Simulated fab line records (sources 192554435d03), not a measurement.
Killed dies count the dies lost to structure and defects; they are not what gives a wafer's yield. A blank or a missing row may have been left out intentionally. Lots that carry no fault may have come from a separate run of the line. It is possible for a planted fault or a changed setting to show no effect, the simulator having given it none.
One fault seen from 3 desks -- flow n5_finfet -- each desk holds nothing but its own numbers, with what lay behind them at the end

THE DEFECT DESK
Inspection counts along the route, by lot: the mean over sampled wafers that carry a number. A lot is out of limits, marked OUT, if its mean lies more than 4 standard deviations from the usual mean; the brackets give that distance.
Columns: A = raw_defect_count at N5_BEOL_M13_INSPECT_55, usual 68; B = raw_defect_count at N5_BEOL_M14_INSPECT_12, usual 1.8
lot,first seen here,A,B
L462,day 11 10:18,90,2.0
L463,day 11 22:37,104,1.3
L472,day 13 19:25,50,1.0
L478,day 16 07:01,91,1.3
L481,day 16 19:46,90,1.7
Result from this desk: across the 5 lots, nothing is out of limits.

METROLOGY DESK
What the gauges read, lot by lot, whatever tool the lot ran on: means of the sampled wafers that have a number. A lot is out of limits, marked OUT, if its mean lies more than 4 standard deviations from the usual mean; the brackets give that distance.
Columns: A = M13_THK at N5_BEOL_M13_THK_MEAS_50, usual 423 nm; B = M13_RS at N5_BEOL_M13_RS_MEAS_54, usual 0.0452 ohm/sq; C = M14_ILD_THK at N5_BEOL_M14_THK_MEAS_01, usual 1118 nm; D = cd_nm at N5_BEOL_M14_CD_MEAS_10, usual 249.7 nm; E = V13_OVL at N5_BEOL_M14_OVL_MEAS_11, usual 1 nm
lot,first seen here,A,B,C,D,E
L462,day 11 10:09,437,0.0445,1107,249.5,3
L463,day 11 22:28,433,0.0437,1103,249.5,6
L472,day 13 19:15,422,0.0451,1114,250.6,-2
L478,day 16 06:52,420,0.0458,1113,246.5,4
L481,day 16 19:37,411,0.0460,1132,248.1,-7
Result from this desk: across the 5 lots, nothing is out of limits.

THE TOOL OWNER'S DESK: litho_track-04
The tool's own readings at N5_BEOL_M14_COAT_04 (resist thk 800 nm): means of the sampled wafers that have a number, for each lot that ran on this tool. A lot is out of limits, marked OUT, if its mean lies more than 4 standard deviations from the usual mean; the brackets give that distance.
Columns: A = resist_line_temp_C at N5_BEOL_M14_COAT_04, usual 23.03 C; B = spin_speed_rpm at N5_BEOL_M14_COAT_04, usual 1704.1 rpm
lot,first seen here,A,B
L462,day 11 10:34,23.16,1705.0
L472,day 13 19:40,22.94,1756.1 (+47) OUT
This desk's verdict: out of limits on L472, starting with L472 at day 13 19:40 (spin_speed_rpm at N5_BEOL_M14_COAT_04). In limits: L462.

TAKEN TOGETHER
The tool owner's desk could have raised an alarm at day 13 19:40, on L472.
The defect desk saw nothing out of limits.
From the metrology desk's view, nothing was out of limits.
The defect desk has L472 on record, within its limits.
The metrology desk has L472 on record, within its limits.
Every lot named ran N5_BEOL_M14_COAT_04 on litho_track-04.

WHAT THE SIMULATOR HAD PUT IN
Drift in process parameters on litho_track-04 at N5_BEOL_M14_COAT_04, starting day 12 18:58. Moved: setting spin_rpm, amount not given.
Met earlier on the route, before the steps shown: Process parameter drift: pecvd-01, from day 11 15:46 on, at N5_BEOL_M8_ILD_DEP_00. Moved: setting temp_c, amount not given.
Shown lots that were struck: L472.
How many hours passed from the start of the fault until each desk's first out-of-limits reading: the tool owner's desk, 25.
